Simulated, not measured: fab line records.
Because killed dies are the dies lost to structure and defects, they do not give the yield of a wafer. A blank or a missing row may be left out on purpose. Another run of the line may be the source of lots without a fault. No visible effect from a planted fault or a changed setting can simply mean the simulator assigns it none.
Split-lot experiment :: flow n5_finfet :: on a route of 1938 steps: 7 lots, 39 wafers read

THE SPLIT ITSELF
At N5_MOL_CONTACT_COAG_CONTACT_ETCH_14 (etches SiO2 in C4F6/O2, target depth 27.5 nm, overetch 8.5 nm, time 20 s), the setting time_s was moved away from the recipe's 20 s on 15 of the 39 wafers read, by -24.5% to +53.8%. The other wafers ran this setting at the recipe's value.

FROM SPLIT TO READING: 1 step shown by the file between the two
- N5_MOL_CONTACT_COAG_STRIP_109: strips in C4F6/O2

THE READING
SOC_of_MOL_CONTACT_COAG_COAT_103.thk_nm (the simulator's own value, which no gauge read), in nm, at N5_MOL_CONTACT_COAG_ETCH_15 (etches SiNx in CH3F/O2, stops on Si:P, target depth 7 nm). No usual value for it is given in the file. Across the 24 wafers here that went through the recipe, the average is 75.0 nm and the standard deviation 0.24 nm.

wafer: L078.1
tool, chamber at the split: rie_diel-06, 1,2,2
time_s as run, s: 27.43
against the recipe: +37.1%
SOC_of_MOL_CONTACT_COAG_COAT_103.thk_nm, nm: 74.4
against lot-mates on the recipe: -0.4

wafer: L078.2
tool, chamber at the split: rie_diel-06, 0,3,1
time_s as run, s: 20
against the recipe: recipe
SOC_of_MOL_CONTACT_COAG_COAT_103.thk_nm, nm: 75
against lot-mates on the recipe: -

wafer: L078.3
tool, chamber at the split: rie_diel-06, 1,2,2
time_s as run, s: 27.43
against the recipe: +37.1%
SOC_of_MOL_CONTACT_COAG_COAT_103.thk_nm, nm: 74.2
against lot-mates on the recipe: -0.6

wafer: L078.5
tool, chamber at the split: rie_diel-06, 1,2,2
time_s as run, s: 27.43
against the recipe: +37.1%
SOC_of_MOL_CONTACT_COAG_COAT_103.thk_nm, nm: 74.2
against lot-mates on the recipe: -0.6

wafer: L078.4
tool, chamber at the split: rie_diel-06, 0,3,1
time_s as run, s: 20
against the recipe: recipe
SOC_of_MOL_CONTACT_COAG_COAT_103.thk_nm, nm: 74.6
against lot-mates on the recipe: -

wafer: L078.6
tool, chamber at the split: rie_diel-06, 0,3,1
time_s as run, s: 20
against the recipe: recipe
SOC_of_MOL_CONTACT_COAG_COAT_103.thk_nm, nm: 74.8
against lot-mates on the recipe: -

wafer: L083.1
tool, chamber at the split: rie_diel-04, 0,3,3
time_s as run, s: 15.1
against the recipe: -24.5%
SOC_of_MOL_CONTACT_COAG_COAT_103.thk_nm, nm: 75.8
against lot-mates on the recipe: +0.4

wafer: L083.2
tool, chamber at the split: rie_diel-04, 0,3,3
time_s as run, s: 15.1
against the recipe: -24.5%
SOC_of_MOL_CONTACT_COAG_COAT_103.thk_nm, nm: 75.8
against lot-mates on the recipe: +0.4

wafer: L083.5
tool, chamber at the split: rie_diel-04, 0,3,3
time_s as run, s: 15.1
against the recipe: -24.5%
SOC_of_MOL_CONTACT_COAG_COAT_103.thk_nm, nm: 75.8
against lot-mates on the recipe: +0.4

wafer: L083.3
tool, chamber at the split: rie_diel-04, 1,2,2
time_s as run, s: 20
against the recipe: recipe
SOC_of_MOL_CONTACT_COAG_COAT_103.thk_nm, nm: 75.2
against lot-mates on the recipe: -

wafer: L083.4
tool, chamber at the split: rie_diel-04, 1,2,2
time_s as run, s: 20
against the recipe: recipe
SOC_of_MOL_CONTACT_COAG_COAT_103.thk_nm, nm: 75.4
against lot-mates on the recipe: -

wafer: L083.6
tool, chamber at the split: rie_diel-04, 1,2,2
time_s as run, s: 20
against the recipe: recipe
SOC_of_MOL_CONTACT_COAG_COAT_103.thk_nm, nm: 75.6
against lot-mates on the recipe: -

wafer: L084.1
tool, chamber at the split: rie_diel-05, 0,2,1
time_s as run, s: 30.75
against the recipe: +53.8%
SOC_of_MOL_CONTACT_COAG_COAT_103.thk_nm, nm: 74.6
against lot-mates on the recipe: -0.5

wafer: L084.3
tool, chamber at the split: rie_diel-05, 0,2,1
time_s as run, s: 30.75
against the recipe: +53.8%
SOC_of_MOL_CONTACT_COAG_COAT_103.thk_nm, nm: 74.6
against lot-mates on the recipe: -0.5

wafer: L084.2
tool, chamber at the split: rie_diel-05, 1,0,2
time_s as run, s: 20
against the recipe: recipe
SOC_of_MOL_CONTACT_COAG_COAT_103.thk_nm, nm: 75.2
against lot-mates on the recipe: -

wafer: L084.6
tool, chamber at the split: rie_diel-05, 1,0,2
time_s as run, s: 20
against the recipe: recipe
SOC_of_MOL_CONTACT_COAG_COAT_103.thk_nm, nm: 75.2
against lot-mates on the recipe: -

wafer: L084.4
tool, chamber at the split: rie_diel-05, 1,0,2
time_s as run, s: 20
against the recipe: recipe
SOC_of_MOL_CONTACT_COAG_COAT_103.thk_nm, nm: 75
against lot-mates on the recipe: -

wafer: L084.5
tool, chamber at the split: rie_diel-05, 0,2,1
time_s as run, s: 30.75
against the recipe: +53.8%
SOC_of_MOL_CONTACT_COAG_COAT_103.thk_nm, nm: 74.4
against lot-mates on the recipe: -0.7

wafer: L090.1
tool, chamber at the split: rie_diel-06, 3,2,2
time_s as run, s: 20
against the recipe: recipe
SOC_of_MOL_CONTACT_COAG_COAT_103.thk_nm, nm: 75.2
against lot-mates on the recipe: -

wafer: L090.5
tool, chamber at the split: rie_diel-06, 3,2,2
time_s as run, s: 20
against the recipe: recipe
SOC_of_MOL_CONTACT_COAG_COAT_103.thk_nm, nm: 75.2
against lot-mates on the recipe: -

wafer: L090.3
tool, chamber at the split: rie_diel-06, 3,2,2
time_s as run, s: 20
against the recipe: recipe
SOC_of_MOL_CONTACT_COAG_COAT_103.thk_nm, nm: 75
against lot-mates on the recipe: -

wafer: L095.1
tool, chamber at the split: rie_diel-05, 3,1,3
time_s as run, s: 23.22
against the recipe: +16.1%
SOC_of_MOL_CONTACT_COAG_COAT_103.thk_nm, nm: 74.6
against lot-mates on the recipe: -0.4

wafer: L095.2
tool, chamber at the split: rie_diel-05, 3,1,3
time_s as run, s: 23.22
against the recipe: +16.1%
SOC_of_MOL_CONTACT_COAG_COAT_103.thk_nm, nm: 74.8
against lot-mates on the recipe: -0.2

wafer: L095.5
tool, chamber at the split: rie_diel-05, 3,1,3
time_s as run, s: 23.22
against the recipe: +16.1%
SOC_of_MOL_CONTACT_COAG_COAT_103.thk_nm, nm: 74.8
against lot-mates on the recipe: -0.2

wafer: L095.3
tool, chamber at the split: rie_diel-05, 2,1,2
time_s as run, s: 20
against the recipe: recipe
SOC_of_MOL_CONTACT_COAG_COAT_103.thk_nm, nm: 75
against lot-mates on the recipe: -

wafer: L095.4
tool, chamber at the split: rie_diel-05, 2,1,2
time_s as run, s: 20
against the recipe: recipe
SOC_of_MOL_CONTACT_COAG_COAT_103.thk_nm, nm: 75
against lot-mates on the recipe: -

wafer: L095.6
tool, chamber at the split: rie_diel-05, 2,1,2
time_s as run, s: 20
against the recipe: recipe
SOC_of_MOL_CONTACT_COAG_COAT_103.thk_nm, nm: 75
against lot-mates on the recipe: -

wafer: L096.1
tool, chamber at the split: rie_diel-04, 2,0,0
time_s as run, s: 25.24
against the recipe: +26.2%
SOC_of_MOL_CONTACT_COAG_COAT_103.thk_nm, nm: 74.6
against lot-mates on the recipe: -0.5

wafer: L096.4
tool, chamber at the split: rie_diel-04, 2,0,0
time_s as run, s: 25.24
against the recipe: +26.2%
SOC_of_MOL_CONTACT_COAG_COAT_103.thk_nm, nm: 74.6
against lot-mates on the recipe: -0.5

wafer: L096.2
tool, chamber at the split: rie_diel-04, 3,3,2
time_s as run, s: 20
against the recipe: recipe
SOC_of_MOL_CONTACT_COAG_COAT_103.thk_nm, nm: 75
against lot-mates on the recipe: -

wafer: L096.6
tool, chamber at the split: rie_diel-04, 3,3,2
time_s as run, s: 20
against the recipe: recipe
SOC_of_MOL_CONTACT_COAG_COAT_103.thk_nm, nm: 75
against lot-mates on the recipe: -

wafer: L096.3
tool, chamber at the split: rie_diel-04, 2,0,0
time_s as run, s: 25.24
against the recipe: +26.2%
SOC_of_MOL_CONTACT_COAG_COAT_103.thk_nm, nm: 74.8
against lot-mates on the recipe: -0.3

wafer: L096.5
tool, chamber at the split: rie_diel-04, 3,3,2
time_s as run, s: 20
against the recipe: recipe
SOC_of_MOL_CONTACT_COAG_COAT_103.thk_nm, nm: 75.2
against lot-mates on the recipe: -

wafer: L097.1
tool, chamber at the split: rie_diel-04, 1,0,2,3,3,2
time_s as run, s: 20
against the recipe: recipe
SOC_of_MOL_CONTACT_COAG_COAT_103.thk_nm, nm: 74.8
against lot-mates on the recipe: -

wafer: L097.4
tool, chamber at the split: rie_diel-04, 1,0,2,3,3,2
time_s as run, s: 20
against the recipe: recipe
SOC_of_MOL_CONTACT_COAG_COAT_103.thk_nm, nm: 74.8
against lot-mates on the recipe: -

wafer: L097.6
tool, chamber at the split: rie_diel-04, 1,0,2,3,3,2
time_s as run, s: 20
against the recipe: recipe
SOC_of_MOL_CONTACT_COAG_COAT_103.thk_nm, nm: 74.8
against lot-mates on the recipe: -

wafer: L097.2
tool, chamber at the split: rie_diel-04, 1,0,2,3,3,2
time_s as run, s: 20
against the recipe: recipe
SOC_of_MOL_CONTACT_COAG_COAT_103.thk_nm, nm: 74.6
against lot-mates on the recipe: -

wafer: L097.3
tool, chamber at the split: rie_diel-04, 1,0,2,3,3,2
time_s as run, s: 20
against the recipe: recipe
SOC_of_MOL_CONTACT_COAG_COAT_103.thk_nm, nm: 74.6
against lot-mates on the recipe: -

wafer: L097.5
tool, chamber at the split: rie_diel-04, 1,0,2,3,3,2
time_s as run, s: 20
against the recipe: recipe
SOC_of_MOL_CONTACT_COAG_COAT_103.thk_nm, nm: 75
against lot-mates on the recipe: -
Where a row lists several chambers, the file gives one row for several wafers and doesn't say which wafer went through which chamber.

THE FIT
A straight line over all 39 wafers: SOC_of_MOL_CONTACT_COAG_COAT_103.thk_nm changes by -0.0157 nm for each +1% of time_s; r = -0.78; the points scatter about the line by 0.25 nm.
The same after taking each lot's own level away (the mean of its wafers on the recipe; 39 wafers): -0.0132 nm for each +1%; r = -0.91; scatter 0.12 nm.
According to that fit, moving time_s by its largest amount changes the reading by 0.71 nm.
Across the lots, their own levels run from 74.77 to 75.40 nm, a range of 2.6 times the standard deviation given above.
So the lot-to-lot level blurs the effect unless lot-mates are compared.
Check: -0.743 nm against its lot-mates is what the line predicts for one of the wafers moved furthest among these (+53.8%) when that wafer is left out of the fit. Against them it came out at -0.533 nm.

OTHER SPLITS APPLIED TO THESE WAFERS
Before the reading, these wafers also passed through other splits. Each is held against what the fit with the lots' levels taken away leaves over:
other split on the same wafers: N5_FIN_SAQP_ALD_61 ald_cycles
wafers away from the commonest value: 18
r with SOC_of_MOL_CONTACT_COAG_COAT_103.thk_nm (lot level and that fit taken away): -0.38

other split on the same wafers: N5_STI_FIN_REVEAL_ETCHBACK_08 target_depth_a
wafers away from the commonest value: 9
r with SOC_of_MOL_CONTACT_COAG_COAT_103.thk_nm (lot level and that fit taken away): -0.16

other split on the same wafers: N5_SDB_HM_DEP_00 time_s
wafers away from the commonest value: 12
r with SOC_of_MOL_CONTACT_COAG_COAT_103.thk_nm (lot level and that fit taken away): -0.29

THE FILE'S OWN FIT
SOC_of_MOL_CONTACT_COAG_COAT_103.thk_nm changes by -0.0132 nm for each +1% of time_s, r = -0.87.
